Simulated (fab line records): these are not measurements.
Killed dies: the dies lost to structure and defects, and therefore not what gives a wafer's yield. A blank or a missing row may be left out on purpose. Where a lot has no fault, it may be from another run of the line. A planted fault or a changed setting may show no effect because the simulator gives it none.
What tool caused it? -- flow nand-harc -- Sampling: 23 lots, 69 wafers, 6 of 1159 route steps

== WHAT THE GAUGES SHOWED, per wafer ==
The record lacks any reading of a measuring or inspecting step that a usual standard deviation could be used to judge.

== WHICH TOOL RAN EACH LOT (tool, then ch and the chambers of the sampled wafers, then the start) ==
lot,NHARC_A_STAIRCASE_ETCH_170,NHARC_A_STAIRCASE_TRIM_16,NHARC_A_STAIRCASE_TRIM_18,NHARC_A_STAIRCASE_ETCH_19,NHARC_A_STAIRCASE_TRIM_191,NHARC_A_STAIRCASE_ETCH_192
L074,"rie-diel-02 ch 0,1,2, no start","rie-diel-01 ch 0,2,3, no start","rie-diel-01 ch 1,2,3, no start","rie-diel-01 ch 0,1,2, no start","rie-diel-01 ch 0,1,2, no start","rie-diel-01 ch 0,1,2, no start"
L075,"rie-diel-02 ch 1,2,3, no start","rie-diel-08 ch 1,2, no start","rie-diel-08 ch 1,2,3, no start","rie-diel-08 ch 1,3, no start","rie-diel-02 ch 0,2,3, no start","rie-diel-02 ch 0,1,3, no start"
L077,"rie-diel-02 ch 0,2,3, no start","rie-diel-08 ch 1,2,3, no start","rie-diel-08 ch 1,2,3, no start","rie-diel-08 ch 0,1,3, no start","rie-diel-01 ch 0,1,2, no start","rie-diel-01 ch 0,2, no start"
L076,"rie-diel-08 ch 0,2,3, no start","rie-diel-01 ch 0,1, no start","rie-diel-01 ch 1,2, no start","rie-diel-01 ch 0,1, no start","rie-diel-08 ch 2,3, no start","rie-diel-08 ch 1,2, no start"
L079,"rie-diel-08 ch 2,3, no start","rie-diel-08 ch 0,1,2, no start","rie-diel-08 ch 0,1,3, no start","rie-diel-08 ch 0,1,2, no start","rie-diel-01 ch 1,3, no start","rie-diel-01 ch 0,2,3, no start"
L081,"rie-diel-01 ch 1,2,3, no start","rie-diel-08 ch 0,1, no start","rie-diel-08 ch 2,3, no start","rie-diel-08 ch 0,2, no start","rie-diel-02 ch 0,3, no start","rie-diel-02 ch 1,2,3, no start"
L080,"rie-diel-08 ch 0,2,3, no start","rie-diel-02 ch 0,2,3, no start","rie-diel-02 ch 0,1,3, no start","rie-diel-02 ch 1,2,3, no start","rie-diel-02 ch 0,1, no start","rie-diel-02 ch 1,2, no start"
L084,"rie-diel-01 ch 1,2,3, no start","rie-diel-01 ch 0,1,3, no start","rie-diel-01 ch 0,3, no start","rie-diel-01 ch 0,2,3, no start","rie-diel-08 ch 2,3, no start","rie-diel-08 ch 0,2,3, no start"
L083,"rie-diel-08 ch 1,2,3, no start","rie-diel-08 ch 1,2, no start","rie-diel-08 ch 2,3, no start","rie-diel-08 ch 0,1,3, no start","rie-diel-08 ch 0,2,3, no start","rie-diel-08 ch 2,3, no start"
L082,"rie-diel-01 ch 1,2,3, no start","rie-diel-01 ch 0,2,3, no start","rie-diel-01 ch 1,2,3, no start","rie-diel-01 ch 2,3, no start","rie-diel-01 ch 0,1,3, no start","rie-diel-01 ch 1,3, no start"
L087,"rie-diel-02 ch 0,2, no start","rie-diel-01 ch 0,1,3, no start","rie-diel-02 ch 1,2, no start","rie-diel-02 ch 1,2,3, no start","rie-diel-08 ch 1,2,3, no start","rie-diel-08 ch 1,2, no start"
L088,"rie-diel-02 ch 0,1,3, no start","rie-diel-08 ch 2,3, no start","rie-diel-08 ch 0,3, no start","rie-diel-08 ch 0,1,3, no start","rie-diel-02 ch 0,2,3, no start","rie-diel-02 ch 1,2, no start"
L086,"rie-diel-08 ch 0,2,3, no start","rie-diel-08 ch 1,2, no start","rie-diel-08 ch 1,2,3, no start","rie-diel-08 ch 1,2, no start","rie-diel-01 ch 0,1,2, no start","rie-diel-01 ch 0,2, no start"
L085,"rie-diel-02 ch 0,2, no start","rie-diel-02 ch 0,3, no start","rie-diel-02 ch 0,1,2, no start","rie-diel-02 ch 0,3, no start","rie-diel-02 ch 2,3, no start","rie-diel-02 ch 1,3, no start"
L090,"rie-diel-01 ch 0,1,3, no start","rie-diel-08 ch 1,3, no start","rie-diel-08 ch 1,3, no start","rie-diel-08 ch 1,2,3, no start","rie-diel-01 ch 0,2, no start","rie-diel-01 ch 1,3, no start"
L089,"rie-diel-02 ch 1,2,3, no start","rie-diel-08 ch 1,2, no start","rie-diel-08 ch 2,3, no start","rie-diel-08 ch 1,2,3, no start","rie-diel-01 ch 0,1,2, no start","rie-diel-01 ch 1,2, no start"
L092,"rie-diel-08 ch 2,3, no start","rie-diel-01 ch 0,1, no start","rie-diel-01 ch 1,2,3, no start","rie-diel-01 ch 2,3, no start","rie-diel-08 ch 0,3, no start","rie-diel-08 ch 0,2, no start"
L091,"rie-diel-08 ch 0,2,3, no start","rie-diel-01 ch 0,1,2, no start","rie-diel-01 ch 0,1,2, no start","rie-diel-01 ch 0,2,3, no start","rie-diel-01 ch 0,2,3, no start","rie-diel-01 ch 0,1,2, no start"
L094,"rie-diel-01 ch 0,2,3, no start","rie-diel-01 ch 1,3, no start","rie-diel-01 ch 0,1,3, no start","rie-diel-01 ch 0,1,2, no start","rie-diel-08 ch 1,3, no start","rie-diel-08 ch 0,2,3, no start"
L095,"rie-diel-01 ch 1,2,3, no start","rie-diel-01 ch 0,1, no start","rie-diel-01 ch 1,2,3, no start","rie-diel-01 ch 1,2,3, no start","rie-diel-01 ch 0,2,3, no start","rie-diel-01 ch 0,1,2, no start"
L093,"rie-diel-02 ch 1,2,3, no start","rie-diel-08 ch 0,2,3, no start","rie-diel-08 ch 0,2, no start","rie-diel-08 ch 1,2,3, no start","rie-diel-08 ch 1,2,3, no start","rie-diel-08 ch 0,1,3, no start"
L096,"rie-diel-01 ch 1,2,3, no start","rie-diel-02 ch 0,2, no start","rie-diel-02 ch 0,1, no start","rie-diel-02 ch 0,2,3, no start","rie-diel-02 ch 1,3, no start","rie-diel-02 ch 0,1,2, no start"
L097,"rie-diel-01 ch 0,1, no start","rie-diel-08 ch 0,1, no start","rie-diel-08 ch 1,2,3, no start","rie-diel-08 ch 0,1, no start","rie-diel-08 ch 0,1, no start","rie-diel-08 ch 0,3, no start"
- NHARC_A_STAIRCASE_ETCH_170: etches the open film in C4F6/O2, target depth 200 nm, time 66.667 s.
- NHARC_A_STAIRCASE_TRIM_16: chemistry O2, time 211.2 s.
- NHARC_A_STAIRCASE_TRIM_18: chemistry O2, time 211.2 s.
- NHARC_A_STAIRCASE_ETCH_19: etches the open film in C4F8/O2, target depth 100 nm, time 40.5 s.
- NHARC_A_STAIRCASE_TRIM_191: chemistry O2, time 211.2 s.
- NHARC_A_STAIRCASE_ETCH_192: etches the open film in C4F8/O2, target depth 100 nm, time 40.5 s.

== AS READ BY THE TOOLS THEMSELVES (means over the sampled wafers that have a number; for cases with no such wafer, the mark the record gives instead) ==
NHARC_A_STAIRCASE_ETCH_170. Usual: drypump-motor-current-A 5.8 A, standard deviation 0.44; oes-product-au 0.965 a.u., standard deviation 0.019; rf-vpp-V 546.2 V, standard deviation 2.6; showerhead-plenum-p-Torr 3.89 Torr, standard deviation 0.12; throttle-valve-pct 26.904 %, standard deviation 0.0091.
lot,tool,drypump-motor-current-A (A),oes-product-au (a.u.),rf-vpp-V (V),showerhead-plenum-p-Torr (Torr),throttle-valve-pct (%),flag
L074,rie-diel-02,5.7,0.977,547.9,3.93,26.909,
L075,rie-diel-02,6.0,0.972,547.2,3.92,26.906,
L077,rie-diel-02,5.7,0.973,545.9,3.89,26.912,
L076,rie-diel-08,5.8,0.950,546.9,3.93,26.898,
L079,rie-diel-08,5.5,0.964,549.0,4.03,26.902,
L081,rie-diel-01,5.7,0.978,546.3,3.87,26.919,
L080,rie-diel-08,5.8,0.931,546.0,3.93,26.899,
L084,rie-diel-01,5.7,0.937,545.3,3.87,26.904,
L083,rie-diel-08,5.4,0.962,547.8,3.96,26.900,
L082,rie-diel-01,5.7,0.957,546.0,3.87,26.895,
L087,rie-diel-02,5.6,0.967,544.3,3.82,26.900,
L088,rie-diel-02,5.7,0.979,547.8,3.96,26.901,
L086,rie-diel-08,5.8,0.973,547.4,3.92,26.906,
L085,rie-diel-02,5.6,0.978,545.4,3.82,26.904,
L090,rie-diel-01,5.9,0.967,545.2,3.85,26.910,
L089,rie-diel-02,6.0,0.971,545.9,3.91,26.910,
L092,rie-diel-08,5.5,0.988,549.2,4.01,26.899,
L091,rie-diel-08,5.8,0.981,546.6,3.92,26.905,
L094,rie-diel-01,6.0,0.930,544.6,3.79,26.911,
L095,rie-diel-01,5.7,0.956,545.2,3.86,26.909,
L093,rie-diel-02,6.0,0.977,546.3,3.90,26.907,
L096,rie-diel-01,5.7,0.980,544.5,3.86,26.903,
L097,rie-diel-01,6.0,0.996,547.0,3.94,26.903,

NHARC_A_STAIRCASE_TRIM_16. Usual: drypump-motor-current-A 5.8 A, standard deviation 0.48; oes-product-au 0.994 a.u., standard deviation 0.013; rf-vpp-V 57.8 V, standard deviation 0.95; showerhead-plenum-p-Torr 3.50 Torr, standard deviation 0.11; throttle-valve-pct 17.035 %, standard deviation 0.0084.
lot,tool,drypump-motor-current-A (A),oes-product-au (a.u.),rf-vpp-V (V),showerhead-plenum-p-Torr (Torr),throttle-valve-pct (%),flag
L074,rie-diel-01,6.0,0.980,57.6,3.43,17.035,
L075,rie-diel-08,5.4,0.996,58.7,3.51,17.044,
L077,rie-diel-08,5.4,0.992,57.3,3.57,17.035,
L076,rie-diel-01,6.3,0.989,57.9,3.51,17.031,
L079,rie-diel-08,5.7,0.986,57.1,3.48,17.023,
L081,rie-diel-08,5.8,0.984,58.5,3.37,17.036,
L080,rie-diel-02,5.7,1.000,56.1,3.49,17.035,
L084,rie-diel-01,5.9,0.990,57.3,3.47,17.028,
L083,rie-diel-08,5.6,1.008,57.7,3.57,17.039,
L082,rie-diel-01,6.0,0.990,57.6,3.42,17.044,
L087,rie-diel-01,5.9,0.995,57.7,3.46,17.039,
L088,rie-diel-08,5.7,1.002,58.3,3.63,17.035,
L086,rie-diel-08,5.6,1.002,57.8,3.56,17.041,
L085,rie-diel-02,5.5,1.017,58.0,3.53,17.038,
L090,rie-diel-08,5.2,0.999,57.9,3.55,17.031,
L089,rie-diel-08,5.4,0.987,58.1,3.49,17.036,
L092,rie-diel-01,6.0,1.006,58.4,3.55,17.039,
L091,rie-diel-01,6.1,1.003,58.1,3.50,17.028,
L094,rie-diel-01,5.6,0.988,57.8,3.42,17.040,
L095,rie-diel-01,6.1,1.009,57.9,3.55,17.031,
L093,rie-diel-08,5.8,1.006,57.3,3.51,17.023,
L096,rie-diel-02,5.6,0.988,56.7,3.42,17.038,
L097,rie-diel-08,5.7,1.005,56.8,3.36,17.035,

NHARC_A_STAIRCASE_TRIM_18. Usual: drypump-motor-current-A 5.7 A, standard deviation 0.48; oes-product-au 0.996 a.u., standard deviation 0.011; rf-vpp-V 57.8 V, standard deviation 0.88; showerhead-plenum-p-Torr 3.50 Torr, standard deviation 0.11; throttle-valve-pct 17.036 %, standard deviation 0.0099.
lot,tool,drypump-motor-current-A (A),oes-product-au (a.u.),rf-vpp-V (V),showerhead-plenum-p-Torr (Torr),throttle-valve-pct (%),flag
L074,rie-diel-01,5.7,0.985,57.4,3.49,17.043,
L075,rie-diel-08,5.4,0.988,58.1,3.57,17.039,
L077,rie-diel-08,5.4,0.996,58.4,3.57,17.028,
L076,rie-diel-01,5.8,1.001,58.5,3.58,17.035,
L079,rie-diel-08,5.5,0.980,58.7,3.47,17.047,
L081,rie-diel-08,5.7,0.992,57.8,3.63,17.030,
L080,rie-diel-02,5.8,1.013,57.7,3.57,17.045,
L084,rie-diel-01,6.2,0.992,57.1,3.41,17.035,
L083,rie-diel-08,5.5,0.993,58.5,3.62,17.038,
L082,rie-diel-01,5.7,1.000,57.7,3.48,17.037,
L087,rie-diel-02,5.9,0.996,57.2,3.47,17.033,
L088,rie-diel-08,5.8,0.992,57.7,3.43,17.033,
L086,rie-diel-08,5.4,0.990,59.0,3.56,17.037,
L085,rie-diel-02,5.7,0.998,58.3,3.52,17.054,
L090,rie-diel-08,5.2,1.003,57.0,3.55,17.027,
L089,rie-diel-08,5.5,1.006,58.3,3.61,17.033,
L092,rie-diel-01,5.7,1.006,57.3,3.47,17.037,
L091,rie-diel-01,6.1,1.004,58.2,3.50,17.028,
L094,rie-diel-01,6.0,1.006,56.4,3.45,17.031,
L095,rie-diel-01,5.7,0.990,58.4,3.47,17.038,
L093,rie-diel-08,6.1,1.003,57.3,3.42,17.038,
L096,rie-diel-02,5.4,0.997,57.4,3.56,17.039,
L097,rie-diel-08,5.4,0.996,57.5,3.54,17.039,

NHARC_A_STAIRCASE_ETCH_19. Usual: oes-product-au 0.934 a.u., standard deviation 0.012; rf-vpp-V 895 V, standard deviation 4.
lot,tool,oes-product-au (a.u.),rf-vpp-V (V),flag
L074,rie-diel-01,0.936,895,
L075,rie-diel-08,0.938,895,
L077,rie-diel-08,0.918,894,
L076,rie-diel-01,0.926,896,
L079,rie-diel-08,0.926,893,
L081,rie-diel-08,0.934,893,
L080,rie-diel-02,0.942,896,
L084,rie-diel-01,0.935,892,
L083,rie-diel-08,0.944,895,
L082,rie-diel-01,0.925,892,
L087,rie-diel-02,0.947,895,
L088,rie-diel-08,0.930,893,
L086,rie-diel-08,0.927,898,
L085,rie-diel-02,0.942,896,
L090,rie-diel-08,0.918,897,
L089,rie-diel-08,0.927,897,
L092,rie-diel-01,0.921,890,
L091,rie-diel-01,0.930,891,
L094,rie-diel-01,0.932,895,
L095,rie-diel-01,0.926,893,
L093,rie-diel-08,0.939,896,
L096,rie-diel-02,0.936,894,
L097,rie-diel-08,0.953,890,

NHARC_A_STAIRCASE_TRIM_191. Usual: drypump-motor-current-A 5.8 A, standard deviation 0.45; oes-product-au 0.997 a.u., standard deviation 0.013; rf-vpp-V 57.7 V, standard deviation 0.92; showerhead-plenum-p-Torr 3.50 Torr, standard deviation 0.11; throttle-valve-pct 17.037 %, standard deviation 0.0081.
lot,tool,drypump-motor-current-A (A),oes-product-au (a.u.),rf-vpp-V (V),showerhead-plenum-p-Torr (Torr),throttle-valve-pct (%),flag
L074,rie-diel-01,6.1,0.991,58.3,3.52,17.028,
L075,rie-diel-02,5.7,1.013,57.5,3.49,17.036,
L077,rie-diel-01,6.1,0.992,58.1,3.52,17.032,
L076,rie-diel-08,5.5,0.990,57.9,3.63,17.037,
L079,rie-diel-01,5.6,1.002,58.3,3.53,17.040,
L081,rie-diel-02,5.8,1.023,57.5,3.53,17.032,
L080,rie-diel-02,5.7,0.995,58.2,3.61,17.045,
L084,rie-diel-08,5.7,0.994,57.9,3.63,17.033,
L083,rie-diel-08,5.8,0.978,58.5,3.53,17.034,
L082,rie-diel-01,5.9,0.990,57.9,3.46,17.037,
L087,rie-diel-08,5.4,1.004,57.5,3.56,17.035,
L088,rie-diel-02,5.7,1.002,58.0,3.48,17.032,
L086,rie-diel-01,6.1,1.006,57.7,3.51,17.028,
L085,rie-diel-02,6.0,1.006,58.1,3.43,17.034,
L090,rie-diel-01,6.4,0.998,57.8,3.44,17.033,
L089,rie-diel-01,6.1,1.004,57.9,3.50,17.036,
L092,rie-diel-08,5.6,1.002,58.2,3.52,17.042,
L091,rie-diel-01,6.0,0.993,56.5,3.41,17.040,
L094,rie-diel-08,5.2,0.996,57.5,3.54,17.036,
L095,rie-diel-01,6.0,0.998,57.4,3.40,17.034,
L093,rie-diel-08,5.4,0.997,57.5,3.54,17.032,
L096,rie-diel-02,6.1,1.003,57.0,3.56,17.046,
L097,rie-diel-08,5.7,0.995,56.6,3.36,17.030,

NHARC_A_STAIRCASE_ETCH_192. Usual: oes-product-au 0.935 a.u., standard deviation 0.013; rf-vpp-V 895 V, standard deviation 3.9.
lot,tool,oes-product-au (a.u.),rf-vpp-V (V),flag
L074,rie-diel-01,0.936,896,
L075,rie-diel-02,0.942,897,
L077,rie-diel-01,0.916,893,
L076,rie-diel-08,0.933,894,
L079,rie-diel-01,0.920,892,
L081,rie-diel-02,0.939,895,
L080,rie-diel-02,0.948,897,
L084,rie-diel-08,0.930,896,
L083,rie-diel-08,0.946,899,
L082,rie-diel-01,0.951,893,
L087,rie-diel-08,0.920,895,
L088,rie-diel-02,0.925,897,
L086,rie-diel-01,0.938,893,
L085,rie-diel-02,0.933,899,
L090,rie-diel-01,0.940,895,
L089,rie-diel-01,0.938,898,
L092,rie-diel-08,0.933,895,
L091,rie-diel-01,0.938,894,
L094,rie-diel-08,0.939,896,
L095,rie-diel-01,0.942,896,
L093,rie-diel-08,0.930,893,
L096,rie-diel-02,0.944,895,
L097,rie-diel-08,0.940,895,

== THE ANSWER, worked out from the rows above alone ==
Rule: a lot is off if the mean of its wafers that have a number lies more than 3 standard deviations from the usual mean. A lot without any number at a reading at which 4 lots or more have one is off too. All remaining lots with rows at the step are treated as sound. The gauges are gone through in route order, then the tools' own readings, and for those a lot's mean is taken as printed above. At the first step where some lot is off, the reading lying furthest off is the one used; lots without a number count as furthest.
No lot is off at any reading shown: from this, nothing can be told.

== WHAT THE SIMULATOR PUT IN ==
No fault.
